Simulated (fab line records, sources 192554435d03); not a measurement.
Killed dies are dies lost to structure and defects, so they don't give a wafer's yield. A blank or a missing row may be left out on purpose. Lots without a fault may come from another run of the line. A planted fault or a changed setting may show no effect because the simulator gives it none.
Split-lot experiment | flow n5_finfet | 7 lots, 21 wafers read, on a route of 1938 steps

THE SPLIT
At N5_BEOL_M4_ETCH_70 (etches SOC in N2/H2, target depth 80 nm, overetch 24 nm, time 130 s), the setting source_w was moved away from the recipe's 840 W on 9 of the 21 wafers read, by -16.2% to +6.7%. The other wafers ran this setting at the recipe's value.

The reading is taken at the split's own step.

THE READING
rf_vpp_V, in V, at N5_BEOL_M4_ETCH_70 (etches SOC in N2/H2, target depth 80 nm, overetch 24 nm, time 130 s). Fault-free wafers of this fab line usually give 523.9 V, standard deviation 2.6 V.

wafer  | tool, chamber at the split | source_w as run, W | against the recipe | rf_vpp_V, V | against lot-mates on the recipe
L083.1 | rie_diel-05, 0             | 896.2              | +6.7%              | 510.6       | no lot-mate on the recipe
L083.2 | rie_diel-05, 2             | 896.2              | +6.7%              | 509.9       | no lot-mate on the recipe
L083.6 | rie_diel-05, 0             | 896.2              | +6.7%              | 510.2       | no lot-mate on the recipe
L084.1 | rie_diel-01, 0             | 840                | recipe             | 524.0       | -
L084.5 | rie_diel-01, 2             | 703.8              | -16.2%             | 551.5       | +28.2
L084.6 | rie_diel-01, 1             | 840                | recipe             | 522.5       | -
L085.1 | rie_diel-01, 1             | 840                | recipe             | 525.3       | -
L085.2 | rie_diel-01, 2             | 840                | recipe             | 522.0       | -
L085.4 | rie_diel-01, 3             | 894.1              | +6.4%              | 511.1       | -12.5
L089.3 | rie_diel-05, 3             | 840                | recipe             | 529.5       | -
L089.4 | rie_diel-05, 2             | 840                | recipe             | 522.6       | -
L089.6 | rie_diel-05, 0             | 840                | recipe             | 522.8       | -
L090.2 | rie_diel-05, 3             | 840                | recipe             | 527.8       | -
L090.4 | rie_diel-05, 2             | 754.3              | -10.2%             | 539.9       | +12.1
L090.5 | rie_diel-05, 2             | 754.3              | -10.2%             | 538.7       | +10.9
L092.1 | rie_diel-01, 0             | 840                | recipe             | 522.6       | -
L092.3 | rie_diel-01, 3             | 724.6              | -13.7%             | 549.0       | +26.4
L092.5 | rie_diel-01, 3             | 724.6              | -13.7%             | 547.4       | +24.8
L095.2 | rie_diel-05, 1             | 840                | recipe             | 525.7       | -
L095.5 | rie_diel-05, 3             | 840                | recipe             | 526.9       | -
L095.6 | rie_diel-05, 2             | 840                | recipe             | 519.8       | -

THE FIT
A straight line over all 21 wafers: rf_vpp_V changes by -1.76 V for each +1% of source_w; r = -0.98; the points scatter about the line by 2.4 V.
The same after taking each lot's own level away (the mean of its wafers on the recipe; 18 wafers): -1.69 V for each +1%; r = -0.97; scatter 3 V.
On that fit, the largest move of source_w shifts the reading by 27 V.
The lots' own levels span 522.60 to 527.80 V, that is 2.0 times the standard deviation above.
So the lot-to-lot level changes the slope little: the two slopes agree.
Check: with one of the wafers moved furthest among these (-16.2%) left out of the fit, the line predicts +26.4 V for it against its lot-mates. It came out at +28.2 V against them.
Tool readings at the split's step, against how far the setting was moved: rf_vpp_V r = -0.98.

OTHER SPLITS ON THESE WAFERS
These wafers also went through other splits before the reading. Each is held against what the fit with the lots' levels taken away leaves over:
other split on the same wafers | wafers away from the commonest value | r with rf_vpp_V (lot level and that fit taken away)
N5_BEOL_M2_EXPOSE_08 dose_mj   | 7                                    | -0.40
N5_BEOL_M3_ETCH_70 bias_w      | 6                                    | -0.06
N5_BEOL_M3_VIA_ETCH_34 bias_w  | 7                                    | -0.38

THE WHOLE CHAIN: every reading that the file lists as answering this split, in the file's order
step               | what it does                                                        | reading                                                                          | change (the file's fit)                | r (the file's)
N5_BEOL_M4_ETCH_70 | etches SOC in N2/H2, target depth 80 nm, overetch 24 nm, time 130 s | rf_vpp_V                                                                         | -1.69 V for each +1% of the setting    | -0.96
N5_BEOL_M4_ETCH_70 | etches SOC in N2/H2, target depth 80 nm, overetch 24 nm, time 130 s | SiARC_of_BEOL_M4_COAT_68.thk_nm (the simulator's own value, which no gauge read) | -0.0363 nm for each +1% of the setting | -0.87

THE FILE'S OWN FIT
rf_vpp_V changes by -1.69 V for each +1% of source_w, r = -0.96.
